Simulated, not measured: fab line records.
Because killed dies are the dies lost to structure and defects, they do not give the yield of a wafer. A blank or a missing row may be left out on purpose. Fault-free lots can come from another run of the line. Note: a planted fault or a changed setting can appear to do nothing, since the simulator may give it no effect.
One fault seen from 3 desks -- flow n5Finfet -- only its own numbers are on each desk; what lay behind them is given at the end

== AT THE METROLOGY DESK ==
Means of the sampled wafers that have a number, per lot and without regard to the tool the lot ran on: this is what the gauges read. The brackets show how far a lot's mean lies from the usual mean; more than 4 standard deviations puts the lot out of limits, marked OUT.
Columns: A = cdNm at N5_BEOL_M8_CD_MEAS_28, usual 39.96 nm; B = V7_OVL at N5_BEOL_M8_OVL_MEAS_29, usual 0.4 nm
lot,first seen here,A,B
L818,day 10 08:51,39.89,-0.3
L824,day 11 21:44,39.98,1.0
L826,day 12 21:33,40.05,0.1
L829,day 13 01:05,39.84,1.2
L832,day 15 07:00,39.77,0.7
L835,day 16 12:35,39.84,1.2
Finding of this desk: none of the 6 lots has anything out of limits.

== FOR THE TOOL OWNER'S DESK: rieDiel-04 ==
The tool's own readings at N5_BEOL_M8_ETCH_66 (etches SOC in N2/H2, target depth 80 nm, overetch 16 nm, time 120 s): means of the sampled wafers that have a number, for each lot that ran on this tool. The brackets show how far a lot's mean lies from the usual mean; more than 4 standard deviations puts the lot out of limits, marked OUT.
Columns: A = drypumpMotorCurrentA at N5_BEOL_M8_ETCH_66, usual 5.8 A; B = n2FlowSccm at N5_BEOL_M8_ETCH_66, usual 200.0 sccm; C = oesProductAu at N5_BEOL_M8_ETCH_66, usual 0.61 a.u.; D = rfFwdPowerW at N5_BEOL_M8_ETCH_66, usual 835.7 W; E = rfVppV at N5_BEOL_M8_ETCH_66, usual 523.5 V; F = showerheadPlenumPTorr at N5_BEOL_M8_ETCH_66, usual 2.53 Torr; G = throttleValvePct at N5_BEOL_M8_ETCH_66, usual 17.87 %
lot,first seen here,A,B,C,D,E,F,G
L818,day 10 09:12,6.0,199.5,0.70,834.7,524.2,2.56,17.63
L826,day 12 21:55,6.0,199.5,0.62,971.6 (+50) OUT,500.1 (-13) OUT,2.57,17.78
L829,day 13 01:17,6.0,199.9,0.66,902.4 (+25) OUT,511.9 (-6.4) OUT,2.55,17.65
L835,day 16 12:47,5.8,200.1,0.60,836.3,523.5,2.52,17.90
This desk finds L826, L829 out of limits, L826 being first, at day 12 21:55 (rfFwdPowerW at N5_BEOL_M8_ETCH_66). L818, L835 stayed within limits.

== THE DEFECT DESK ==
Counts from the inspections along the route, per lot, as means over the sampled wafers that have a number. The brackets show how far a lot's mean lies from the usual mean; more than 4 standard deviations puts the lot out of limits, marked OUT.
Columns: A = rawDefectCount at N5_BEOL_M8_INSPECT_30, usual 431
lot,first seen here,A
L818,day 10 08:57,399
L824,day 11 21:49,457
L826,day 12 21:38,366
L829,day 13 01:10,358
L832,day 15 07:05,380
L835,day 16 12:40,420
Finding of this desk: none of the 6 lots has anything out of limits.

== ALL TOGETHER ==
On L826, L829, at day 12 21:55, an alarm was possible from the tool owner's desk.
Metrology desk: nothing out of limits seen.
No out-of-limits result turned up at the defect desk.
The metrology desk holds a record of L826, L829, inside its limits.
The defect desk has L826, L829 on record, within its limits.
Every lot named ran N5_BEOL_M8_ETCH_66 on rieDiel-04.

== WHAT THE SIMULATOR PUT IN ==
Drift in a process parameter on rieDiel-04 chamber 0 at N5_BEOL_M8_ETCH_66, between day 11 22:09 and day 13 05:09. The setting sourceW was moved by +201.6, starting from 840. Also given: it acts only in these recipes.
Lots struck among those shown: L826, L829.
Time in hours from fault onset to the first out-of-limits reading at each desk: the tool owner's desk, 24.
